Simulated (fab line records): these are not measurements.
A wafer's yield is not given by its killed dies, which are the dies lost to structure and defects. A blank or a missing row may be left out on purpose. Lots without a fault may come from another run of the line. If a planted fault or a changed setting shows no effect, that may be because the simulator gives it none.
A struck lot beside a sound one / flow n5Finfet / 15 out of 1938 route steps
Sound: wafers L823.2, L823.3, L823.6. Wafers struck: L814.1, L814.4, L814.5. The cause is named last.
Order at every step that has rows: each side's tool, ch and its chambers, its first start. Under that, the readings that differ: sound wafers / struck wafers / difference of the means / sigmas: that difference in standard deviations of wafers without a fault.
alike: readings whose means differ by less than 2 such deviations, and words and numbers that are the same on both sides. not compared: withheld readings, readings that some wafer has no value for, bounds like >300 that may hide the same value, and numbers for which the record gives no deviation and whose values overlap.
A row with sigmas, a row that says differs or no value, or rows on one side alone: a step with any of these is where the two part. Numbers that have no deviation but don't overlap get no sigmas and don't part them. Lack of a reading on every wafer of one side parts them only where that side has two or more wafers.

first, 4 steps without rows for these wafers: N5_BEOL_M14_EXPOSE_07 (exposes mask V13); N5_BEOL_M14_PEB_08 (peb time 90 s); N5_BEOL_M14_DEVELOP_09 (develop time 45 s); N5_BEOL_M14_HARDBAKE_14 (time 120 s).
N5_BEOL_M14_CD_MEAS_10: the cd target is 250 nm.
  sound on cdSem-01 ch 0, day 14 22:01; struck on cdSem-03 ch 0, day 13 07:44
  alike: cdNm
N5_BEOL_M14_OVL_MEAS_11:
  sound on overlay-02 ch 0, day 14 22:03; struck on overlay-02 ch 0, day 13 07:47
  alike: V13_OVL
N5_BEOL_M14_INSPECT_12: inspects for defects (macro).
  struck on defectInspect-01, day 13 07:48; sound on defectInspect-01, day 14 22:05
  alike: rawDefectCount
N5_BEOL_M14_DESCUM_15: chemistry O2, time 7.9 s.
  sound on rieDiel-05 ch 2,3, day 14 22:07; struck on rieDiel-04 ch 1,2,3, day 13 07:50
  alike: drypumpMotorCurrentA, oesProductAu, rfFwdPowerW, rfVppV, showerheadPlenumPTorr, throttleValvePct
  not compared: rfHoursCounterH
N5_BEOL_M14_ETCH_59: etches BARC in N2/H2, target depth 89 nm, overetch 26.7 nm, time 67.9 s.
  sound on rieDiel-05 ch 2,3, day 14 22:09; struck on rieDiel-04 ch 1,2,3, day 13 07:52
  alike: drypumpMotorCurrentA, n2FlowSccm, oesProductAu, rfFwdPowerW, rfVppV, showerheadPlenumPTorr, throttleValvePct
  not compared: rfHoursCounterH
N5_BEOL_M14_VIA_ETCH_16: etches SiO2 in C4F8/O2/Ar, target depth 1231.3 nm.
  sound on rieDiel-05 ch 2,3, day 14 22:12; struck on rieDiel-04 ch 1,2,3, day 13 07:55
  alike: drypumpMotorCurrentA, heInnerTorr, heOuterTorr, oesProductAu, rfFwdPowerW, rfVppV, showerheadPlenumPTorr, throttleValvePct
N5_BEOL_M14_STRIP_63: strips in O2.
  sound: rieDiel-05 ch 2,3; struck: rieDiel-04 ch 1,2,3
  alike: chamberPressureMTorr, drypumpMotorCurrentA, oesProductAu, rfVppV, showerheadPlenumPTorr, throttleValvePct
  not compared: rfHoursCounterH
N5_BEOL_M14_STRIP_64: strips in O2.
  sound: rieDiel-05 ch 2,3; struck: rieDiel-04 ch 1,2,3
  alike: chamberPressureMTorr, drypumpMotorCurrentA, oesProductAu, rfVppV, showerheadPlenumPTorr, throttleValvePct
  not compared: rfHoursCounterH
N5_BEOL_M14_STRIP_71: strips in post etch residue remover, time 60 s.
  sound on wetBench-06 ch 4,6,7, day 14 22:29; struck on wetBench-06 ch 1,6,7, day 13 08:13
  no value came back on the struck wafers for runLengthS (s), tempC (C), timeS (s); on the sound wafers runLengthS (s) reads 66 65 66
then, 1 step without rows for these wafers: N5_BEOL_M14_SRD_72 (time 30 s, dry time 30 s).
N5_PASSIVATION_PROBE_49:
  struck on prober-02, day 14 12:14; sound on prober-02, day 16 01:44
  alike: defectLimitedYield, killed_at_M0_to_M3, killed_at_M4_up, killedAtContacts, killedAtFrontEnd, killedAtOther, killedDies, killedOnRim, killedOpen, killedShort, sort_bin_5_function, sort_bin_6_memory, sortNPass, sortYieldPct

== WHERE THEY PART ==
N5_BEOL_M14_STRIP_71 only, going by this record. Later steps at which nothing parts them and some readings are alike: N5_PASSIVATION_PROBE_49.

WHY: what the simulator had put in
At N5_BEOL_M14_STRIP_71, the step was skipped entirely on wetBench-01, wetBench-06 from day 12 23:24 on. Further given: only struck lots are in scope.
